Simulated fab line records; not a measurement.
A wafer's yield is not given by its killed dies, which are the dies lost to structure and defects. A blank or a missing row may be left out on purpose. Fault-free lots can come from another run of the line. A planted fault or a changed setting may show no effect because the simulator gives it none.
fab line records | flow n5_finfet
record: lots: 10 | wafers: 30 | last_day: 18
route steps=1938 shown BEOL_M9@1438 MIM_TOP_ETCH@1853 PASS1_CAP@1874 TV_OPEN@1889 PASSIVATION@1936
lots untouched by any fault: they come from a run of this same line in which no faults occurred
start_h: start of the lot's first displayed wafer, in hours after the record's first day | wait_h: hours since the lot's step before | " same as the row above | L1.1+2: several wafers, shown together as one row | - no value present, or no start provided | * or withheld: withheld | < > ~ a bound
route shown NAME@n: a module of which the file shows steps, and the number in the route of the first | usual: mean/standard deviation of fault-free wafers | same: alike in all rows | chamber/n: place in a boat | sites: the reading at each site | _std_site: how widely they spread, as a standard deviation | _edge_site: mean of outer sites minus mean of inner sites | radius_mm: how far each site lies from the wafer's centre | mask NAME#n: copy n | behind: the last tool/chamber to shape the wafer | hold: cause of the lot's hold/its duration in hours/its outcome | device: transistor that didn't switch, given as n, p or np | end of line: tests run on the same wafers once the route is complete | a step given without rows: its recipe and nothing more | killed: count of dies lost to structure and defects at first sort (not the wafer's yield) | map: a wafer's dies, x killed, . not, _ none there
set.NAME: the run value of the setting; set.NAME@STEP: its run value at that earlier step | model.NAME: the simulator's own value behind a step, which no gauge read
a sample of lots followed through the steps of the route, with each step as a table and each wafer as a row
services: when a tool's chamber went out of use (start_h, in hours from the record's first day, below 0 if earlier), for how many hours, and the reason
== steps ==
step: N5_BEOL_M9_ETCH_76
recipe: chemistry: N2/H2 | target: underlayer | target_depth_a: 65 | mask_material: CAR-EUV | time_s: 5.2 | ion_energy_ev: 200 | pressure_mtorr: 30 | source_w: 840 | bias_w: 150 | n2_flow_sccm: 200 | h2_flow_sccm: 200 | ends: cleared
usual: drypump_motor_current_A: 5.7/0.4 | etch_rf_on_time_s: 5.19/0.15 | oes_product_au: 0.65/0.043 | rf_vpp_V: 523/3 | showerhead_plenum_p_Torr: 2.52/0.093 | throttle_valve_pct: 17.81/0.23
lot.wafer | tool        | chamber | start_h | wait_h | drypump_motor_current_A | etch_rf_on_time_s | oes_product_au | rf_hours_counter_h | rf_vpp_V | showerhead_plenum_p_Torr | throttle_valve_pct
L394.2    | rie_diel-03 | 1       | 231.24  | 0.0    | 5.4                     | 4.97              | 0.74           | 56                 | 519      | 2.46                     | 17.43
L394.4    | "           | 2       | "       | "      | 6.1                     | 5.04              | 0.63           | 182                | 522      | 2.43                     | 17.55
L394.6    | "           | 3       | "       | "      | 5.1                     | 5.28              | 0.68           | -                  | 528      | 2.67                     | 17.91
L395.1    | rie_diel-06 | 2       | 238.47  | 0.0    | 6.0                     | 5.25              | 0.64           | 126                | 524      | 2.56                     | 18.19
L395.2    | "           | 1       | "       | "      | 5.6                     | 5.09              | 0.67           | 136                | 518      | 2.36                     | 18.15
L395.5    | "           | 0       | "       | "      | 5.9                     | 5.11              | 0.64           | -                  | 526      | 2.65                     | 17.72
L398.1    | rie_diel-03 | 2       | 242.37  | 0.0    | 6.2                     | 5.09              | 0.62           | 185                | 519      | 2.43                     | 17.57
L398.2    | "           | 3       | "       | "      | 5.1                     | 5.32              | 0.67           | 109                | 525      | 2.67                     | 17.86
L398.6    | "           | 1       | "       | "      | 5.4                     | 4.96              | 0.73           | -                  | 520      | 2.46                     | 17.42
L397.2    | rie_diel-03 | 0       | 263.23  | 0.0    | 5.5                     | 5.14              | 0.63           | 191                | 525      | 2.53                     | 17.75
L397.4    | "           | 3       | "       | "      | 5.2                     | 5.41              | 0.67           | 115                | 528      | 2.66                     | 17.88
L397.5    | "           | 1       | "       | "      | 5.4                     | 5.03              | 0.73           | -                  | 521      | 2.45                     | 17.43
L403.1    | rie_diel-03 | 2       | 283.82  | 0.0    | 6.1                     | 5.10              | 0.62           | 198                | 521      | 2.42                     | 17.56
L403.3    | "           | 0       | "       | "      | 5.5                     | 5.20              | 0.62           | 197                | 524      | 2.53                     | 17.77
L403.6    | "           | 1       | "       | "      | 5.4                     | 5.01              | 0.73           | -                  | 522      | 2.45                     | 17.45
L408.1    | rie_diel-06 | 0       | 320.44  | 0.0    | 5.9                     | 5.15              | 0.63           | 203                | 527      | 2.64                     | 17.75
L408.3    | "           | 1       | "       | "      | 5.5                     | 5.09              | 0.65           | 160                | 517      | 2.35                     | 18.18
L408.4    | "           | 2       | "       | "      | 6.0                     | 5.32              | 0.63           | 149                | 524      | 2.55                     | 18.21
L411.2    | rie_diel-06 | 2       | 325.69  | 0.0    | 6.0                     | 5.32              | 0.63           | 151                | 525      | 2.55                     | 18.20
L411.5    | "           | 2       | "       | "      | 6.1                     | 5.39              | 0.63           | -                  | 521      | 2.55                     | 18.22
L411.6    | "           | 3       | "       | "      | 5.7                     | 5.43              | 0.60           | -                  | 526      | 2.62                     | 17.82
L414.2    | rie_diel-06 | 3       | 350.56  | 0.0    | 5.7                     | 5.42              | 0.60           | 202                | 526      | 2.62                     | 17.82
L414.3    | "           | 1       | "       | "      | 5.5                     | 5.11              | 0.65           | 166                | 515      | 2.34                     | 18.18
L414.5    | "           | 2       | "       | "      | 6.1                     | 5.31              | 0.61           | -                  | 524      | 2.55                     | 18.22
L413.1    | rie_diel-03 | 0       | 350.60  | 0.0    | 5.5                     | 5.14              | 0.60           | 219                | 524      | 2.52                     | 17.80
L413.5    | "           | 3       | "       | "      | 5.1                     | 5.46              | 0.65           | -                  | 528      | 2.65                     | 17.96
L413.6    | "           | 2       | "       | "      | 6.1                     | 5.06              | 0.61           | -                  | 521      | 2.41                     | 17.61
L415.1    | rie_diel-03 | 1       | 374.85  | 0.0    | 5.4                     | 5.04              | 0.70           | 97                 | 524      | 2.44                     | 17.51
L415.3    | "           | 3       | "       | "      | 5.1                     | 5.51              | 0.64           | 153                | 526      | 2.65                     | 17.97
L415.5    | "           | 3       | "       | "      | 5.1                     | 5.49              | 0.63           | -                  | 528      | 2.65                     | 17.98
step: N5_MIM_TOP_ETCH_PECVD_03
recipe: material: SiNx | target_thk_a: 200 | temp_c: 400 | precursor: SiH4/NH3/N2 | pressure_torr: 1.5 | rf_w: 300 | time_s: 17.6
usual: heater_power_w: 778/99 | showerhead_plenum_p_Torr: 5.17/0.067 | throttle_valve_pct: 40.1/1.7
lot.wafer | tool     | chamber | start_h | wait_h | heater_power_w | showerhead_plenum_p_Torr | throttle_valve_pct
L394.2    | pecvd-03 | 2       | 283.86  | -      | 693            | 5.13                     | 38.8
L394.4    | "        | 1       | "       | "      | 950            | 5.20                     | 40.8
L394.6    | "        | 0       | "       | "      | 768            | 5.18                     | 39.7
L395.1    | pecvd-03 | 0       | 292.51  | -      | 769            | 5.17                     | 39.9
L395.2    | "        | 1       | "       | "      | 942            | 5.20                     | 40.9
L395.5    | "        | 1       | "       | "      | 950            | 5.19                     | 40.7
L398.1    | pecvd-02 | 1       | 297.28  | -      | 632            | 5.10                     | 40.9
L398.2    | "        | 2       | "       | "      | 813            | 5.15                     | 37.9
L398.6    | "        | 1       | "       | "      | 672            | 5.11                     | 40.8
L397.2    | pecvd-03 | 0       | 321.73  | -      | 751            | 5.18                     | 39.7
L397.4    | "        | 0       | "       | "      | 763            | 5.18                     | 40.1
L397.5    | "        | 1       | "       | "      | 945            | 5.20                     | 41.0
L403.1    | pecvd-04 | 0       | 336.20  | -      | 644            | 5.30                     | 41.4
L403.3    | "        | 1       | "       | "      | 720            | 5.02                     | 44.6
L403.6    | "        | 1       | "       | "      | 729            | 5.03                     | 44.5
L408.1    | pecvd-03 | 1       | 381.61  | -      | 976            | 5.20                     | 40.9
L408.3    | "        | 0       | "       | "      | 809            | 5.18                     | 39.8
L408.4    | "        | 2       | "       | "      | 703            | 5.12                     | 39.0
L411.2    | pecvd-04 | 0       | 381.92  | -      | 649            | 5.29                     | 41.4
L411.5    | "        | 2       | "       | "      | 771            | 5.24                     | 40.8
L411.6    | "        | 1       | "       | "      | 760            | 5.01                     | 44.4
L414.2    | pecvd-03 | 2       | 397.77  | -      | 729            | 5.12                     | 39.1
L414.3    | "        | 1       | "       | "      | 905            | 5.19                     | 41.0
L414.5    | "        | 0       | "       | "      | 816            | 5.19                     | 40.0
L413.1    | pecvd-02 | 0       | 397.81  | -      | 798            | 5.17                     | 38.3
L413.5    | "        | 1       | "       | "      | 660            | 5.11                     | 40.9
L413.6    | "        | 2       | "       | "      | 690            | 5.14                     | 38.3
L415.1    | pecvd-04 | 1       | 420.30  | -      | 714            | 5.04                     | 44.4
L415.3    | "        | 2       | "       | "      | 821            | 5.24                     | 40.7
L415.5    | "        | 2       | "       | "      | 831            | 5.24                     | 40.7
step: N5_PASSIVATION_PECVD_01
recipe: material: SiNx | target_thk_a: 2000 | temp_c: 400 | precursor: SiH4/NH3/N2 | pressure_torr: 4.9 | rf_w: 1406 | time_s: 43.2
usual: heater_power_w: 394/100 | showerhead_plenum_p_Torr: 8.70/0.075 | throttle_valve_pct: 29.2/1.2
lot.wafer | tool     | chamber | start_h | wait_h | heater_power_w | showerhead_plenum_p_Torr | throttle_valve_pct
L394.2    | pecvd-02 | 2       | 285.39  | 0.0    | 335            | 8.69                     | 27.7
L394.4    | "        | 2       | "       | "      | 354            | 8.70                     | 28.0
L394.6    | "        | 1       | "       | "      | 167            | 8.64                     | 29.9
L395.1    | pecvd-02 | 1       | 294.00  | 0.0    | 233            | 8.65                     | 29.8
L395.2    | "        | 0       | "       | "      | 488            | 8.70                     | 28.3
L395.5    | "        | 2       | "       | "      | 393            | 8.69                     | 28.0
L398.1    | pecvd-04 | 2       | 298.69  | 0.0    | 313            | 8.80                     | 29.7
L398.2    | "        | 0       | "       | "      | 340            | 8.83                     | 30.4
L398.6    | "        | 1       | "       | "      | 406            | 8.55                     | 32.3
L397.2    | pecvd-02 | 1       | 323.10  | 0.0    | 254            | 8.64                     | 29.8
L397.4    | "        | 2       | "       | "      | 440            | 8.69                     | 27.8
L397.5    | "        | 1       | "       | "      | 256            | 8.66                     | 30.0
L403.1    | pecvd-02 | 1       | 337.69  | 0.0    | 192            | 8.64                     | 29.8
L403.3    | "        | 2       | "       | "      | 439            | 8.67                     | 28.0
L403.6    | "        | 0       | "       | "      | 545            | 8.72                     | 27.9
L408.1    | pecvd-02 | 2       | 383.03  | 0.0    | 447            | 8.66                     | 27.8
L408.3    | "        | 0       | "       | "      | 473            | 8.68                     | 27.9
L408.4    | "        | 2       | "       | "      | 291            | 8.69                     | 27.8
L411.2    | pecvd-02 | 2       | 383.43  | 0.0    | 362            | 8.70                     | 27.9
L411.5    | "        | 2       | "       | "      | 380            | 8.69                     | 27.8
L411.6    | "        | 0       | "       | "      | 529            | 8.70                     | 28.3
L414.2    | pecvd-01 | 2       | 399.28  | 0.0    | 447            | 8.70                     | 28.7
L414.3    | "        | 0       | "       | "      | 599            | 8.66                     | 29.1
L414.5    | "        | 2       | "       | "      | 477            | 8.72                     | 28.8
L413.1    | pecvd-04 | 2       | 399.44  | 0.0    | 335            | 8.78                     | 29.8
L413.5    | "        | 2       | "       | "      | 359            | 8.76                     | 29.6
L413.6    | "        | 0       | "       | "      | 347            | 8.83                     | 30.4
L415.1    | pecvd-04 | 1       | 421.81  | 0.0    | 367            | 8.56                     | 32.4
L415.3    | "        | 2       | "       | "      | 327            | 8.77                     | 29.5
L415.5    | "        | 1       | "       | "      | 375            | 8.57                     | 32.3
step: N5_PASSIVATION_STRIP_14
recipe: chemistry: O2 | power_w: 600 | temp_c: 60 | pressure_mtorr: 30 | rf_frequency_hz: 6e+07 | bias_power_w: 0 | overash_fraction: 0.5 | o2_flow_sccm: 225
usual: drypump_motor_current_A: 5.7/0.45 | oes_product_au: 0.75/0.058 | rf_vpp_V: 3.7/0.93 | showerhead_plenum_p_Torr: 2.08/0.068 | throttle_valve_pct: 16.66/0.17
lot.wafer | tool        | chamber | start_h | wait_h | drypump_motor_current_A | oes_product_au | rf_hours_counter_h | rf_vpp_V | showerhead_plenum_p_Torr | throttle_valve_pct
L394.2    | rie_diel-05 | 2       | 286.27  | 0.1    | 4.8                     | 0.81           | 82                 | 2.7      | 2.12                     | 16.52
L394.4    | "           | 0       | "       | "      | 5.6                     | 0.67           | 235                | 1.9      | 2.07                     | 16.92
L394.6    | "           | 0       | "       | "      | 5.6                     | 0.69           | -                  | 4.3      | 2.08                     | 16.98
L395.1    | rie_diel-03 | 0       | 295.37  | 0.1    | 5.5                     | 0.74           | 201                | 4.0      | 2.08                     | 16.64
L395.2    | "           | 2       | "       | "      | 6.1                     | 0.72           | 201                | 3.9      | 1.99                     | 16.42
L395.5    | "           | 2       | "       | "      | 6.1                     | 0.72           | -                  | 3.9      | 1.99                     | 16.41
L398.1    | rie_diel-05 | 0       | 300.36  | 0.1    | 5.6                     | 0.68           | 240                | 4.5      | 2.07                     | 16.92
L398.2    | "           | 2       | "       | "      | 4.8                     | 0.83           | 86                 | 4.6      | 2.12                     | 16.56
L398.6    | "           | 0       | "       | "      | 5.6                     | 0.69           | -                  | 2.8      | 2.07                     | 16.96
L397.2    | rie_diel-05 | 2       | 326.13  | 0.1    | 4.8                     | 0.82           | 93                 | 4.4      | 2.12                     | 16.54
L397.4    | "           | 0       | "       | "      | 5.6                     | 0.67           | 247                | 3.2      | 2.07                     | 16.92
L397.5    | "           | 1       | "       | "      | 6.5                     | 0.85           | -                  | 3.5      | 2.04                     | 16.50
L403.1    | rie_diel-03 | 3       | 338.88  | 0.1    | 5.1                     | 0.78           | 140                | 5.0      | 2.19                     | 16.70
L403.3    | "           | 2       | "       | "      | 6.1                     | 0.71           | 215                | 4.0      | 1.98                     | 16.46
L403.6    | "           | 0       | "       | "      | 5.5                     | 0.72           | -                  | 4.5      | 2.08                     | 16.68
L408.1    | rie_diel-05 | 1       | 384.55  | 0.1    | 6.5                     | 0.82           | 65                 | 3.6      | 2.04                     | 16.53
L408.3    | "           | 2       | "       | "      | 4.8                     | 0.80           | 110                | 2.6      | 2.11                     | 16.57
L408.4    | "           | 3       | "       | "      | 6.1                     | 0.72           | 211                | 2.4      | 2.09                     | 16.80
L411.2    | rie_diel-06 | 1       | 385.84  | 0.1    | 5.5                     | 0.73           | 177                | 3.9      | 1.92                     | 16.85
L411.5    | "           | 3       | "       | "      | 5.7                     | 0.69           | -                  | 4.5      | 2.14                     | 16.65
L411.6    | "           | 0       | "       | "      | 5.9                     | 0.68           | -                  | 3.9      | 2.15                     | 16.61
L413.1    | rie_diel-05 | 2       | 401.61  | 0.1    | 4.8                     | 0.77           | 115                | 2.9      | 2.11                     | 16.61
L413.5    | "           | 2       | "       | "      | 4.9                     | 0.76           | -                  | 3.9      | 2.11                     | 16.60
L413.6    | "           | 3       | "       | "      | 6.1                     | 0.70           | -                  | 3.5      | 2.09                     | 16.82
L414.2    | rie_diel-06 | 3       | 401.99  | 0.1    | 5.7                     | 0.72           | 216                | 2.7      | 2.14                     | 16.67
L414.3    | "           | 1       | "       | "      | 5.5                     | 0.75           | 180                | 3.3      | 1.92                     | 16.88
L414.5    | "           | 3       | "       | "      | 5.7                     | 0.71           | -                  | 4.1      | 2.14                     | 16.65
L415.1    | rie_diel-03 | 2       | 423.63  | 0.1    | 6.1                     | 0.68           | 240                | 4.3      | 1.98                     | 16.48
L415.3    | "           | 1       | "       | "      | 5.4                     | 0.80           | 111                | 3.7      | 2.02                     | 16.51
L415.5    | "           | 2       | "       | "      | 6.1                     | 0.69           | -                  | 3.8      | 1.97                     | 16.47
step: N5_PASSIVATION_PROBE_49
usual: defect_limited_yield: 91.1/1.4 | killed_at_M0_to_M3: 32/9.3 | killed_at_M4_up: 13/5.8 | killed_at_contacts: 12/6.3 | killed_at_front_end: 44/12 | killed_at_other: 3.6/2.7 | killed_dies: 104/17 | killed_on_rim: 14/3.9 | killed_open: 69/13 | killed_short: 34/6.9 | sort_bin_5_function: 5.2/0.98 | sort_bin_6_memory: 3.3/0.59 | sort_bin_8_speed: 0.01/0.039 | sort_n_pass: 1075/17 | sort_yield_pct: 91.1/1.4
same: gross_dies: 1180 | killed_at_back_side: 0 | sort_bin_4_leakage[%]: 0
lot.wafer | tool      | chamber | start_h | wait_h | defect_limited_yield[%] | killed_at_M0_to_M3 | killed_at_M4_up | killed_at_contacts | killed_at_front_end | killed_at_other | killed_dies | killed_on_rim | killed_open | killed_short | sort_bin_5_function[%] | sort_bin_6_memory[%] | sort_bin_8_speed[%] | sort_n_pass | sort_yield_pct[%]
L397.2    | prober-01 | -       | 332.41  | 0.1    | 90.7                    | 27                 | 28              | 8                  | 44                  | 3               | 110         | 15            | 62          | 48           | 5.7                    | 3.2                  | 0                   | 1070        | 90.7
L397.4    | prober-01 | -       | 332.51  | 0.2    | 93.9                    | 24                 | 9               | 5                  | 34                  | 0               | 72          | 9             | 50          | 20           | 3.1                    | 2.8                  | 0.08                | 1107        | 93.8
L397.5    | prober-01 | -       | 332.56  | 0.2    | 80.7                    | 24                 | 138             | 7                  | 57                  | 2               | 228         | 18            | 67          | 41           | 12.3                   | 5.1                  | 0                   | 952         | 80.7
L403.1    | prober-01 | -       | 345.08  | 0.0    | 90.1                    | 48                 | 18              | 18                 | 32                  | 1               | 117         | 12            | 84          | 32           | 6.0                    | 3.7                  | 0                   | 1063        | 90.1
L403.3    | prober-01 | -       | 345.18  | 0.1    | 88.5                    | 38                 | 24              | 21                 | 52                  | 1               | 136         | 19            | 98          | 38           | 7.1                    | 4.2                  | 0                   | 1044        | 88.5
L403.6    | prober-01 | -       | 345.33  | 0.3    | 79.9                    | 42                 | 128             | 25                 | 42                  | 0               | 237         | 14            | 73          | 50           | 11.9                   | 5.7                  | 0                   | 943         | 79.9
killed by level:class
L397.2 BEOL_M4:geometric_particle:open=16 FIN_SAQP:geometric_particle:short=14 FIN_SAQP:geometric_particle:open=8 BEOL_M2:geometric_particle:open=6 DUMMY_GATE:geometric_particle:open=5 BEOL_M3:geometric_particle:open=4 MOL_CONTACT_COAG:geometric_particle:open=4 MOL_CONTACT_COAG:geometric_particle:short=4
L397.4 BEOL_M2:geometric_particle:open=8 STI_FIN_REVEAL:geometric_particle:open=7 DUMMY_GATE:geometric_particle:open=7 BEOL_M1:geometric_particle:open=6 FIN_SAQP:geometric_particle:open=5 FIN_SAQP:geometric_particle:short=4 MOL_CONTACT_COAG:geometric_particle:open=4 GATE_CUT:geometric_particle:short=3
L397.5 BEOL_M9:unspecified=116 FIN_SAQP:geometric_particle:short=14 FIN_SAQP:geometric_particle:open=11 STI_FIN_REVEAL:geometric_particle:open=10 BEOL_M1:geometric_particle:open=7 BEOL_M4:geometric_particle:open=6 BEOL_M2:geometric_particle:open=6 BEOL_M5:geometric_particle:open=6
L403.1 BEOL_M2:geometric_particle:open=23 MOL_CONTACT_COAG:geometric_particle:open=15 BEOL_M4:geometric_particle:open=12 BEOL_M0_SAQP:geometric_particle:open=10 BEOL_M0_SAQP:geometric_particle:short=10 FIN_SAQP:geometric_particle:open=7 FIN_SAQP:geometric_particle:short=6 STI_FIN_REVEAL:geometric_particle:open=5
L403.3 BEOL_M2:geometric_particle:open=21 MOL_CONTACT_COAG:geometric_particle:open=17 STI_FIN_REVEAL:geometric_particle:open=12 BEOL_M4:geometric_particle:open=9 FIN_SAQP:geometric_particle:open=7 DUMMY_GATE:geometric_particle:open=6 BEOL_M0_SAQP:geometric_particle:short=6 FIN_SAQP:geometric_particle:short=5
L403.6 BEOL_M9:unspecified=114 BEOL_M2:geometric_particle:open=18 MOL_CONTACT_COAG:geometric_particle:open=16 BEOL_M1:geometric_particle:short=10 MOL_CONTACT_COAG:geometric_particle:short=9 FIN_SAQP:geometric_particle:short=8 STI_FIN_REVEAL:geometric_particle:open=6 DUMMY_GATE:geometric_particle:open=6
== services ==
tool        | chamber | start_h | hours | kind
pecvd-03    | 2       | 211.28  | -     | clean
pecvd-03    | 2       | 211.28  | -     | consumable_replace:showerhead
pecvd-03    | 2       | 211.28  | 29.0  | scheduled_down
pecvd-03    | 2       | 211.28  | 29.0  | vent_cycle
rie_diel-03 | 2       | 225.59  | 2.0   | repair
pecvd-02    | 0       | 230.04  | 5.0   | scheduled_down
pecvd-02    | 0       | 235.04  | 5.5   | scheduled_down
pecvd-04    | 1       | 238.99  | 5.5   | scheduled_down
rie_diel-05 | 0       | 241.22  | 3.8   | repair
pecvd-04    | 0       | 258.60  | 5.5   | scheduled_down
pecvd-03    | -       | 262.15  | 0.7   | repair
rie_diel-06 | 3       | 291.19  | 8.3   | repair
pecvd-01    | 1       | 294.60  | 5.9   | repair
rie_diel-05 | 0       | 320.99  | 2.0   | repair
pecvd-01    | 2       | 323.02  | 8.5   | repair
pecvd-02    | 1       | 329.19  | 4.8   | repair
rie_diel-06 | 1       | 332.37  | 8.2   | repair
rie_diel-03 | 1       | 353.01  | 10.2  | repair
rie_diel-03 | 2       | 354.84  | 6.4   | repair
pecvd-02    | 1       | 373.23  | 14.0  | repair
pecvd-03    | -       | 384.77  | 0.5   | repair
rie_diel-05 | 3       | 398.86  | 1.8   | repair
pecvd-04    | 1       | 398.91  | 2.1   | scheduled_down
rie_diel-06 | 3       | 407.97  | 4.8   | repair
== key ==
first_sign: step: N5_PASSIVATION_PROBE_49 | reading: killed_at_M4_up | direction: up | sigmas: 21 | usual: 13 | struck: 133
effect: step: N5_PASSIVATION_PROBE_49 | reading: defect_limited_yield | direction: down | sigmas: 7.7 | usual: 91.1 | struck: 80.3
more_kills_born_at: N5_BEOL_M9_ETCH_76@rie_diel-03: 230
met_at N5_BEOL_M9_ETCH_76
struck_lots L397,L403
struck_wafers L397.5,L403.6
not_acting_at N5_MIM_TOP_ETCH_PECVD_03,N5_PASSIVATION_PECVD_01,N5_PASSIVATION_STRIP_14
onset_between 242.37 263.23
fault: kind: chamber_particle_source | tool: rie_diel-03 | chamber: 1 | onset_h: 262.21 | steps: N5_BEOL_M9_ETCH_76 | rate_per_visit_cm2: 0.57483 | end_h: 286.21
